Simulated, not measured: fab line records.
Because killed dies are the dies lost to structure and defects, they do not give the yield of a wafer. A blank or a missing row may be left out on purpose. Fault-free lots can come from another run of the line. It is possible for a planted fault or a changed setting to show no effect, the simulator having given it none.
fab line records ; flow n5_finfet
[record] lots = 7; wafers = 21
route steps=1938 shown BEOL_M0_SAQP@643 BEOL_M0_CUTY@713 BEOL_M0@748 BEOL_M1@753 BEOL_M2@851 BEOL_M3@980
start_h: the number of hours between the record's first day and the start of the first shown wafer of the lot ; wait_h: hours elapsed since this lot's preceding step ; " the same as in the row above ; L1.1+2: a single row standing in for several wafers ; - no value present, or no start provided ; * or withheld: withheld ; < > ~ a bound
route shown NAME@n: a module of which the file shows steps, and the number in the route of the first ; usual: mean and standard deviation over wafers with no fault ; same: alike in all rows ; chamber/n: place in a boat ; sites: the reading at each site ; _std_site: the standard deviation of these ; _edge_site: inner sites' mean taken away from outer sites' mean ; radius_mm: for every site, how far away it sits from the centre of the wafer ; mask NAME#n: copy n ; behind: tool/chamber where the wafer was last shaped ; hold: cause of the lot's hold/its duration in hours/its outcome ; device: transistor that didn't switch, given as n, p or np ; end of line: the tests these same wafers got at the end of their route ; for a step that has no rows: nothing shown but its recipe ; killed: not the wafer's yield, but the dies lost to structure and defects at the first sort ; map: a wafer's dies, marking killed ones x, the rest . and places with no die _
set.NAME: setting as actually run; set.NAME@STEP: the setting as run at that earlier step ; model.NAME: the simulator's own value behind a step, which no gauge read
one table per step and one row per wafer, for lots whose settings were changed on purpose
[[steps]]
[step N5_BEOL_M0_SAQP_COAT_08]
[recipe] resist = CAR-ArF; spin_rpm = 1500; resist_thk_nm = 90
lot.wafer;tool;chamber;start_h;wait_h;set.spin_rpm;model.CAR-ArF_of_BEOL_M0_SAQP_COAT_08.thk_nm
L075.1+4;litho_track-05;0;-;-;1500;90.4
L075.6;litho_track-05;0;-;-;1500;90
L077.1+4;litho_track-05;0;-;-;1500;90.4
L077.5;litho_track-05;0;-;-;1391;94
L084.2;litho_track-03;0;-;-;1388;93.6
L084.4+6;litho_track-03;0;-;-;1500;89.8
L090.1;litho_track-05;0;-;-;1399;93.2
L090.4;litho_track-05;0;-;-;1500;90
L090.5;litho_track-05;0;-;-;1399;93.4
L092.2;litho_track-03;0;-;-;1500;90.2
L092.3;litho_track-03;0;-;-;1410;93.2
L092.5;litho_track-03;0;-;-;1500;90
L095.2;litho_track-04;0;-;-;1500;90
L095.3;litho_track-04;0;-;-;1628;86.4
L095.6;litho_track-04;0;-;-;1628;86.6
L097.3;litho_track-05;0;-;-;1500;89.8
L097.4;litho_track-05;0;-;-;1500;90.2
L097.6;litho_track-05;0;-;-;1341;95.4
[step N5_BEOL_M0_SAQP_EBR_10]
[recipe] solvent = PGMEA; ebr_width_mm = 1.5
[step N5_BEOL_M0_SAQP_SOFTBAKE_09]
[recipe] temp_c = 110; time_s = 60; resist = CAR-ArF
[step N5_BEOL_M0_SAQP_DESCUM_19]
[recipe] chemistry = O2; time_s = 7.9; source_power_w = 50; bias_power_w = 20; pressure_mtorr = 20; rf_frequency_hz = 2.712e+07; temp_c = 40; resist = CAR-ArF; o2_flow_sccm = 225
lot.wafer;tool;chamber;start_h;wait_h;set.spin_rpm@BEOL_M0_SAQP_COAT_08;model.CAR-ArF_of_BEOL_M0_SAQP_COAT_08.thk_nm
L075.1;rie_diel-06;1;110.03;0.0;1500;84
L075.4;rie_diel-06;0;110.03;0.0;1500;83.8
L075.6;rie_diel-06;2;110.03;0.0;1500;83.4
L077.1+4;rie_diel-03;3,2;127.58;0.0;1500;83.8
L077.5;rie_diel-03;0;127.58;0.0;1391;87.2
L084.2;rie_diel-03;1;170.54;0.0;1388;87
L084.4+6;rie_diel-03;1,0;170.54;0.0;1500;83.2
L090.1;rie_diel-03;1;201.85;0.1;1399;86.6
L090.4;rie_diel-03;3;201.85;0.1;1500;83.4
L090.5;rie_diel-03;1;201.85;0.1;1399;86.8
L092.2+5;rie_diel-06;0,3;217.94;0.5;1500;83.6
L092.3;rie_diel-06;1;217.94;0.5;1410;86.6
L095.2;rie_diel-06;1;236.00;0.1;1500;83.6
L095.3;rie_diel-06;2;236.00;0.1;1628;79.6
L095.6;rie_diel-06;1;236.00;0.1;1628;80
L097.3;rie_diel-06;0;249.76;0.1;1500;83.2
L097.4;rie_diel-06;3;249.76;0.1;1500;83.8
L097.6;rie_diel-06;2;249.76;0.1;1341;88.6
[step N5_BEOL_M0_SAQP_ETCH_83]
[recipe] chemistry = CF4; target = SiARC; target_depth_a = 390; mask_material = CAR-ArF; time_s = 65; ion_energy_ev = 80; pressure_mtorr = 40; source_w = 545; bias_w = 36; Ar_flow_sccm = 100; cf4_flow_sccm = 100; ends = cleared
[step N5_BEOL_M0_SAQP_ETCH_84]
[recipe] chemistry = N2/H2; target = SOC; target_depth_a = 1000; overetch_a = 200; mask_material = SiARC; temp_c = 40; time_s = 150; ion_energy_ev = 200; pressure_mtorr = 30; source_w = 840; bias_w = 150; n2_flow_sccm = 200; h2_flow_sccm = 200
[step N5_BEOL_M0_SAQP_ETCH_101]
[recipe] chemistry = CH3F/O2; target = SiNx; mask_material = SiO2; target_depth_a = 299; time_s = 42.7; pressure_mtorr = 30; source_w = 395; bias_w = 73; Ar_flow_sccm = 150; CH3F_flow_sccm = 30; O2_flow_sccm = 20; ion_energy_ev = 120
[step N5_BEOL_M0_SAQP_ETCH_102]
[recipe] chemistry = CF4; target = SiO2; target_depth_a = 40; ion_energy_ev = 350; time_s = 4.4; pressure_mtorr = 10; icp_w = 800; bias_w = 400; cf4_flow_sccm = 80
[step N5_BEOL_M0_SAQP_MANDREL_ETCH_103]
[recipe] chemistry = HBr/Cl2; target = a-Si; target_depth_a = 450; bt_time_s = 10; stop_on = SiCN; mask_material = SiO2; over_etch_frac = 0.8; time_s = 27; pressure_mtorr = 10; icp_w = 800; bias_w = 75; HBr_flow_sccm = 150; Cl2_flow_sccm = 80; ends = end_point
lot.wafer;tool;chamber;start_h;wait_h;set.time_s@BEOL_M0_SAQP_PECVD_96;model.etch.depth_nm
L075.1;rie_si-03;2;111.79;0.0;45.2;45.1
L075.4;rie_si-03;1;111.79;0.0;45.2;45
L075.6;rie_si-03;3;111.79;0.0;45.2;45.24
L077.1;rie_si-03;2;129.32;0.0;45.2;44.51
L077.4;rie_si-03;1;129.32;0.0;51.31;52.17
L077.5;rie_si-03;0;129.32;0.0;45.2;45.62
L084.2;rie_si-03;3;172.37;0.0;45.2;43.72
L084.4;rie_si-03;2;172.37;0.0;45.2;45.43
L084.6;rie_si-03;3;172.37;0.0;45.2;45.31
L090.1;rie_si-06;2;203.78;0.0;50.46;49.53
L090.4;rie_si-06;1;203.78;0.0;45.2;45.75
L090.5;rie_si-06;1;203.78;0.0;45.2;44.83
L092.2;rie_si-03;3;219.85;0.0;50.41;48.74
L092.3;rie_si-03;2;219.85;0.0;50.41;49.14
L092.5;rie_si-03;0;219.85;0.0;50.41;49.27
L095.2;rie_si-05;2;237.83;0.0;45.2;44.72
L095.3;rie_si-05;1;237.83;0.0;47.88;45.78
L095.6;rie_si-05;1;237.83;0.0;47.88;47.29
L097.3;rie_si-03;0;251.79;0.0;45.2;44.32
L097.4;rie_si-03;2;251.79;0.0;45.2;43.52
L097.6;rie_si-03;2;251.79;0.0;45.2;44.49
[step N5_BEOL_M0_CUTY_ETCH_63]
[recipe] chemistry = N2/H2; target = SOC; target_depth_a = 827; overetch_a = 165; mask_material = SiARC; temp_c = 40; ion_energy_ev = 200; time_s = 124; pressure_mtorr = 30; source_w = 840; bias_w = 150; n2_flow_sccm = 200; h2_flow_sccm = 200
[usual] rf_vpp_V = 523.8/2.1
lot.wafer;tool;chamber;start_h;wait_h;set.source_w;rf_vpp_V
L075.1;rie_diel-04;3;115.67;0.0;840;525.7
L075.4;rie_diel-04;2;115.67;0.0;840;524.4
L075.6;rie_diel-04;2;115.67;0.0;840;522.6
L077.1;rie_diel-04;2;132.77;0.0;726.4;549.4
L077.4;rie_diel-04;2;132.77;0.0;726.4;549.7
L077.5;rie_diel-04;3;132.77;0.0;840;525.6
L084.2;rie_diel-04;3;176.72;0.0;840;528.7
L084.4;rie_diel-04;2;176.72;0.0;840;523.9
L084.6;rie_diel-04;1;176.72;0.0;840;524.0
L090.1;rie_diel-01;3;207.50;0.0;840;521.4
L090.4;rie_diel-01;1;207.50;0.0;840;527.2
L090.5;rie_diel-01;0;207.50;0.0;785.2;535.3
L092.2;rie_diel-04;0;223.41;0.0;789.9;533.9
L092.3;rie_diel-04;2;223.41;0.0;840;523.4
L092.5;rie_diel-04;3;223.41;0.0;789.9;535.4
L095.2;rie_diel-04;2;242.09;0.0;840;522.9
L095.3;rie_diel-04;3;242.09;0.0;840;525.7
L095.6;rie_diel-04;2;242.09;0.0;892.6;512.5
L097.3;rie_diel-01;0;255.65;0.0;840;524.0
L097.4;rie_diel-01;1;255.65;0.0;840;526.1
L097.6;rie_diel-01;3;255.65;0.0;840;522.1
[step N5_BEOL_M0_DEP_125]
[recipe] material = SiCN; target_thk_a = 80; temp_c = withheld; precursor = 3MS/NH3; pressure_torr = 3; rf_w = 202; time_s = 14
lot.wafer;tool;chamber;start_h;wait_h;set.time_s;model.SiCN_of_BEOL_M0_DEP_125.thk_nm
L075.1;pecvd-03;2;120.92;0.0;14;8
L075.4+6;pecvd-03;2,0;120.92;0.0;14;8.2
L077.1+5;pecvd-02;1;141.22;0.0;14;8.2
L077.4;pecvd-02;0;141.22;0.0;14;8.6
L084.2+6;pecvd-02;0,1;186.87;0.0;14;8.4
L084.4;pecvd-02;0;186.87;0.0;15.04;9.2
L090.1;pecvd-02;2;217.20;0.0;14;8
L090.4;pecvd-02;2;217.20;0.0;15.82;9
L090.5;pecvd-02;0;217.20;0.0;15.82;9.4
L092.2+3;pecvd-03;2,1;231.87;0.0;12.18;7
L092.5;pecvd-03;1;231.87;0.0;14;8
L095.2;pecvd-02;0;250.36;0.0;12.09;7.4
L095.3;pecvd-02;2;250.36;0.0;14;8
L095.6;pecvd-02;1;250.36;0.0;12.09;7
L097.3+6;pecvd-03;1;260.49;0.0;14;8
L097.4;pecvd-03;0;260.49;0.0;14;8.2
[step N5_BEOL_M1_PECVD_72]
[recipe] material = SiO2; target_thk_a = 160; temp_c = 400; precursor = TEOS/O2; pressure_torr = 5.5; rf_w = 450; teos_flow_sccm = 53.8; gas = O2; flow_sccm = 3000; time_s = 18
lot.wafer;tool;chamber;start_h;wait_h;set.time_s;model.SiO2_of_BEOL_M1_PECVD_72.thk_nm
L075.1;pecvd-02;0;121.16;0.0;18;15.8
L075.4+6;pecvd-02;0,2;121.16;0.0;18;16.2
L077.1;pecvd-04;1;141.45;0.0;19.37;17
L077.4;pecvd-04;2;141.45;0.0;18;15.8
L077.5;pecvd-04;1;141.45;0.0;18;16
L084.2;pecvd-03;2;187.10;0.0;18;15.8
L084.4;pecvd-03;1;187.10;0.0;18;15.4
L084.6;pecvd-03;0;187.10;0.0;15.94;13.8
L090.1;pecvd-02;0;217.43;0.0;18;16
L090.4;pecvd-02;2;217.43;0.0;15.79;14.4
L090.5;pecvd-02;0;217.43;0.0;18;16.2
L092.2;pecvd-03;2;232.12;0.0;18;16
L092.3;pecvd-03;0;232.12;0.0;16.22;14.2
L092.5;pecvd-03;1;232.12;0.0;16.22;14
L095.2+6;pecvd-03;2;250.61;0.0;18;16.2
L095.3;pecvd-03;1;250.61;0.0;16.3;14.4
L097.3+4;pecvd-03;0,1;260.83;0.0;18;15.6
L097.6;pecvd-03;0;260.83;0.0;18;16
[step N5_BEOL_M2_EXPOSE_08]
[recipe] mask_id = M2; na = 0.33; source_shape = dipole; sigma_inner = 0.369; sigma_outer = 0.767; polarization = unpolarized; dose_mj = 41.25
lot.wafer;tool;chamber;start_h;wait_h;mask;set.dose_mj
L075.1+4+6;euv_scanner-01;0;132.43;-;M2#0;41.25
L077.1+4;euv_scanner-02;0;159.50;-;M2#0;41.25
L077.5;euv_scanner-02;0;159.50;-;M2#0;43.5
L084.2;euv_scanner-01;0;206.18;-;M2#0;41.25
L084.4+6;euv_scanner-01;0;206.18;-;M2#0;42.75
L090.1;euv_scanner-02;0;236.57;-;M2#0;43.27
L090.4+5;euv_scanner-02;0;236.57;-;M2#0;41.25
L092.2+5;euv_scanner-02;0;252.56;-;M2#0;41.25
L092.3;euv_scanner-02;0;252.56;-;M2#0;43.49
L097.3;euv_scanner-02;0;272.13;-;M2#0;38.39
L097.4+6;euv_scanner-02;0;272.13;-;M2#0;41.25
L095.2+3;euv_scanner-02;0;272.53;-;M2#0;41.25
L095.6;euv_scanner-02;0;272.53;-;M2#0;43.7
[step N5_BEOL_M2_PEB_09]
[recipe] peb_temp_c = 100; peb_time_s = 60; resist = CAR-EUV
[step N5_BEOL_M2_DEVELOP_10]
[recipe] develop_time_s = 30; developer = TMAH; resist = CAR-EUV; rinse_liquid = surfactant_rinse; dry = air_spin; dev_temp_c = 23
[step N5_BEOL_M2_CD_MEAS_11]
[recipe] target_cd_nm = 16.79; landing_energy_ev = 500; detector = se_inlens; polarity = opening
[usual] cd_nm = 16.72/0.27
lot.wafer;tool;chamber;start_h;wait_h;set.dose_mj@BEOL_M2_EXPOSE_08;cd_nm
L075.1;cd_sem-01;0;132.56;-;41.25;16.57
L075.4;cd_sem-01;0;132.56;-;41.25;16.78
L075.6;cd_sem-01;0;132.56;-;41.25;16.87
L077.1;cd_sem-03;0;159.63;-;41.25;16.67
L077.4;cd_sem-03;0;159.63;-;41.25;16.65
L077.5;cd_sem-03;0;159.63;-;43.5;18.12
L084.2;cd_sem-03;0;206.31;-;41.25;16.48
L084.4;cd_sem-03;0;206.31;-;42.75;17.34
L084.6;cd_sem-03;0;206.31;-;42.75;17.08
L090.1;cd_sem-03;0;236.70;-;43.27;17.36
L090.4;cd_sem-03;0;236.70;-;41.25;16.45
L090.5;cd_sem-03;0;236.70;-;41.25;16.63
L092.2;cd_sem-03;0;252.68;-;41.25;16.89
L092.3;cd_sem-03;0;252.68;-;43.49;17.21
L092.5;cd_sem-03;0;252.68;-;41.25;16.61
L097.3;cd_sem-03;0;272.25;-;38.39;15.38
L097.4;cd_sem-03;0;272.25;-;41.25;17.05
L097.6;cd_sem-03;0;272.25;-;41.25;16.84
L095.2;cd_sem-01;0;272.66;-;41.25;16.88
L095.3;cd_sem-01;0;272.66;-;41.25;16.71
L095.6;cd_sem-01;0;272.66;-;43.7;17.85
[step N5_BEOL_M2_DESCUM_16]
[recipe] chemistry = O2; time_s = 7; source_power_w = 50; bias_power_w = 20; pressure_mtorr = 20; rf_frequency_hz = 2.712e+07; temp_c = 40; resist = CAR-EUV; o2_flow_sccm = 225
[step N5_BEOL_M2_ETCH_74]
[recipe] chemistry = N2/H2; target = underlayer; target_depth_a = 65; mask_material = CAR-EUV; time_s = 5.2; ion_energy_ev = 200; pressure_mtorr = 30; source_w = 840; bias_w = 150; n2_flow_sccm = 200; h2_flow_sccm = 200; ends = cleared
lot.wafer;tool;chamber;start_h;wait_h;set.dose_mj@BEOL_M2_EXPOSE_08;model.BEOL_M2.cd_offset_nm
L075.1+6;rie_diel-05;3;132.72;0.0;41.25;-0.2
L075.4;rie_diel-05;0;132.72;0.0;41.25;0
L077.1;rie_diel-04;2;159.79;0.0;41.25;0
L077.4;rie_diel-04;1;159.79;0.0;41.25;-0.2
L077.5;rie_diel-04;2;159.79;0.0;43.5;1
L084.2;rie_diel-05;1;206.79;0.0;41.25;-0.6
L084.4;rie_diel-05;3;206.79;0.0;42.75;0.2
L084.6;rie_diel-05;1;206.79;0.0;42.75;0.4
L090.1;rie_diel-04;0;236.86;0.0;43.27;0.6
L090.4+5;rie_diel-04;3,2;236.86;0.0;41.25;-0.2
L092.2;rie_diel-04;3;252.84;0.0;41.25;0.2
L092.3;rie_diel-04;1;252.84;0.0;43.49;0.8
L092.5;rie_diel-04;3;252.84;0.0;41.25;-0.2
L097.3;rie_diel-01;3;272.41;0.0;38.39;-1.4
L097.4;rie_diel-01;3;272.41;0.0;41.25;-0.2
L097.6;rie_diel-01;1;272.41;0.0;41.25;0
L095.2;rie_diel-04;1;272.82;0.0;41.25;-0.2
L095.3;rie_diel-04;0;272.82;0.0;41.25;-0.4
L095.6;rie_diel-04;3;272.82;0.0;43.7;1
[step N5_BEOL_M2_ETCH_63]
[recipe] chemistry = CF4; target = SiARC; target_depth_a = 156; mask_material = CAR-EUV; time_s = 26; ion_energy_ev = 80; pressure_mtorr = 40; source_w = 545; bias_w = 36; Ar_flow_sccm = 100; cf4_flow_sccm = 100; ends = cleared
lot.wafer;tool;chamber;start_h;wait_h;set.dose_mj@BEOL_M2_EXPOSE_08;model.BEOL_M2.cd_offset_nm
L075.1+6;rie_diel-05;3;132.73;0.0;41.25;-0.4
L075.4;rie_diel-05;0;132.73;0.0;41.25;0
L077.1;rie_diel-04;2;159.80;0.0;41.25;0.2
L077.4;rie_diel-04;1;159.80;0.0;41.25;-0.2
L077.5;rie_diel-04;2;159.80;0.0;43.5;1
L084.2;rie_diel-05;1;206.80;0.0;41.25;-0.4
L084.4;rie_diel-05;3;206.80;0.0;42.75;0.2
L084.6;rie_diel-05;1;206.80;0.0;42.75;0.4
L090.1;rie_diel-04;0;236.87;0.0;43.27;0.2
L090.4+5;rie_diel-04;3,2;236.87;0.0;41.25;-0.2
L092.2;rie_diel-04;3;252.86;0.0;41.25;0.2
L092.3;rie_diel-04;1;252.86;0.0;43.49;0.8
L092.5;rie_diel-04;3;252.86;0.0;41.25;-0.2
L097.3;rie_diel-01;3;272.42;0.0;38.39;-1.4
L097.4+6;rie_diel-01;3,1;272.42;0.0;41.25;0
L095.2;rie_diel-04;1;272.84;0.0;41.25;-0.2
L095.3;rie_diel-04;0;272.84;0.0;41.25;-0.4
L095.6;rie_diel-04;3;272.84;0.0;43.7;1.2
[step N5_BEOL_M3_TRENCH_ETCH_37]
[recipe] chemistry = C4F6/O2; target_depth_a = 555.55; target = SiOC; time_s = 29.2; ion_energy_ev = 250; pressure_mtorr = 30; source_w = 355; bias_w = 185; Ar_flow_sccm = 300; C4F6_flow_sccm = 10; O2_flow_sccm = 10
lot.wafer;tool;chamber;start_h;wait_h;set.time_s;model.etch.depth_nm;model.BEOL_M3.feature_depth_nm
L075.1;rie_diel-06;0;-;-;29.2;55.9;56
L075.4;rie_diel-06;3;-;-;29.2;55.54;55.6
L075.6;rie_diel-06;3;-;-;29.2;55.13;55.2
L077.1;rie_diel-03;3;-;-;23.65;45.64;45.6
L077.4;rie_diel-03;2;-;-;29.2;56.52;56.6
L077.5;rie_diel-03;0;-;-;29.2;60.34;60.4
L084.2;rie_diel-06;2;-;-;34.61;64.73;64.8
L084.4;rie_diel-06;1;-;-;29.2;53.64;53.6
L084.6;rie_diel-06;2;-;-;29.2;54.64;54.6
L090.1;rie_diel-03;2;-;-;31.96;62.28;62.2
L090.4;rie_diel-03;0;-;-;31.96;66.01;66
L090.5;rie_diel-03;3;-;-;29.2;55.88;55.8
L092.2;rie_diel-06;0;-;-;34.66;65.96;66
L092.3;rie_diel-06;2;-;-;29.2;54.02;54
L092.5;rie_diel-06;1;-;-;34.66;68.83;68.8
L097.3;rie_diel-02;1;-;-;29.2;55.09;55
L097.4;rie_diel-02;0;-;-;29.2;56.19;56.2
L097.6;rie_diel-02;1;-;-;29.2;54.95;55
L095.2;rie_diel-03;1;-;-;29.2;56.45;56.4
L095.3;rie_diel-03;0;-;-;29.2;60.15;60.2
L095.6;rie_diel-03;0;-;-;29.2;59.66;59.6
[step N5_BEOL_M3_ETCH_41]
[recipe] chemistry = CH3F/O2; target = SiCN; target_depth_a = 299; taper_deg = 2; time_s = 52.5; ion_energy_ev = 120; mask_material = TiN; pressure_mtorr = 30; source_w = 395; bias_w = 75; Ar_flow_sccm = 150; CH3F_flow_sccm = 30; O2_flow_sccm = 20
[step N5_BEOL_M3_STRIP_97]
[recipe] chemistry = N2/H2; time_s = 10; power_w = 450; temp_c = 40; pressure_mtorr = 20; rf_frequency_hz = 6e+07; bias_power_w = 7; n2_flow_sccm = 200; h2_flow_sccm = 200
[step N5_BEOL_M3_OCD_MEAS_38]
[usual] trench_depth_nm = 56.2/1.7
lot.wafer;tool;chamber;start_h;wait_h;set.time_s@BEOL_M3_TRENCH_ETCH_37;trench_depth_nm
L075.1;ocd-02;-;190.77;-;29.2;56.3
L075.4;ocd-02;-;190.77;-;29.2;55.5
L075.6;ocd-02;-;190.77;-;29.2;55.2
L077.1;ocd-02;-;212.92;-;23.65;45.9
L077.4;ocd-02;-;212.92;-;29.2;56.3
L077.5;ocd-02;-;212.92;-;29.2;60.8
L084.2;ocd-02;-;250.41;-;34.61;64.6
L084.4;ocd-02;-;250.41;-;29.2;53.4
L084.6;ocd-02;-;250.41;-;29.2;54.4
L090.1;ocd-02;-;294.84;-;31.96;62.6
L090.4;ocd-02;-;294.84;-;31.96;65.9
L090.5;ocd-02;-;294.84;-;29.2;55.8
L092.2;ocd-02;-;305.02;-;34.66;66.2
L092.3;ocd-02;-;305.02;-;29.2;53.4
L092.5;ocd-02;-;305.02;-;34.66;68.7
L097.3;ocd-02;-;330.91;-;29.2;55.3
L097.4;ocd-02;-;330.91;-;29.2;55.7
L097.6;ocd-02;-;330.91;-;29.2;54.7
L095.2;ocd-01;-;337.40;-;29.2;56.1
L095.3;ocd-01;-;337.40;-;29.2;60.2
L095.6;ocd-01;-;337.40;-;29.2;59.9
[[key]]
[split] step = N5_BEOL_M0_SAQP_COAT_08; setting = spin_rpm; stated = 1500; by = wafer
[response] step = N5_BEOL_M0_SAQP_COAT_08; reading = model.CAR-ArF_of_BEOL_M0_SAQP_COAT_08.thk_nm; change = -0.486; per = 1%; r = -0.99
[response] step = N5_BEOL_M0_SAQP_DESCUM_19; reading = model.CAR-ArF_of_BEOL_M0_SAQP_COAT_08.thk_nm; change = -0.479; per = 1%; r = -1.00
[split] step = N5_BEOL_M0_CUTY_ETCH_63; setting = source_w; stated = 840; by = wafer
[response] step = N5_BEOL_M0_CUTY_ETCH_63; reading = rf_vpp_V; change = -1.78; per = 1%; r = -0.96
[split] step = N5_BEOL_M0_DEP_125; setting = time_s; stated = 14; by = wafer
[response] step = N5_BEOL_M0_DEP_125; reading = model.SiCN_of_BEOL_M0_DEP_125.thk_nm; change = +0.0785; per = 1%; r = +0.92
[split] step = N5_BEOL_M1_PECVD_72; setting = time_s; stated = 18; by = wafer
[response] step = N5_BEOL_M1_PECVD_72; reading = model.SiO2_of_BEOL_M1_PECVD_72.thk_nm; change = +0.163; per = 1%; r = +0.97
[split] step = N5_BEOL_M2_EXPOSE_08; setting = dose_mj; stated = 41.25; by = wafer
[response] step = N5_BEOL_M2_CD_MEAS_11; reading = cd_nm; change = +0.191; per = 1%; r = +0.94
[response] step = N5_BEOL_M2_ETCH_74; reading = model.BEOL_M2.cd_offset_nm; change = +0.191; per = 1%; r = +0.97
[response] step = N5_BEOL_M2_ETCH_63; reading = model.BEOL_M2.cd_offset_nm; change = +0.183; per = 1%; r = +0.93
[split] step = N5_BEOL_M3_TRENCH_ETCH_37; setting = time_s; stated = 29.2; by = wafer
[response] step = N5_BEOL_M3_TRENCH_ETCH_37; reading = model.etch.depth_nm; change = +0.671; per = 1%; r = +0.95
[response] step = N5_BEOL_M3_TRENCH_ETCH_37; reading = model.BEOL_M3.feature_depth_nm; change = +0.676; per = 1%; r = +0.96
[response] step = N5_BEOL_M3_OCD_MEAS_38; reading = trench_depth_nm; change = +0.682; per = 1%; r = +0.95
split outside_this_file step=N5_BEOL_M0_SAQP_PECVD_96 setting=time_s
// split outside_this_file: this setting was split too, and the file shows its column; the key of that split is in another file
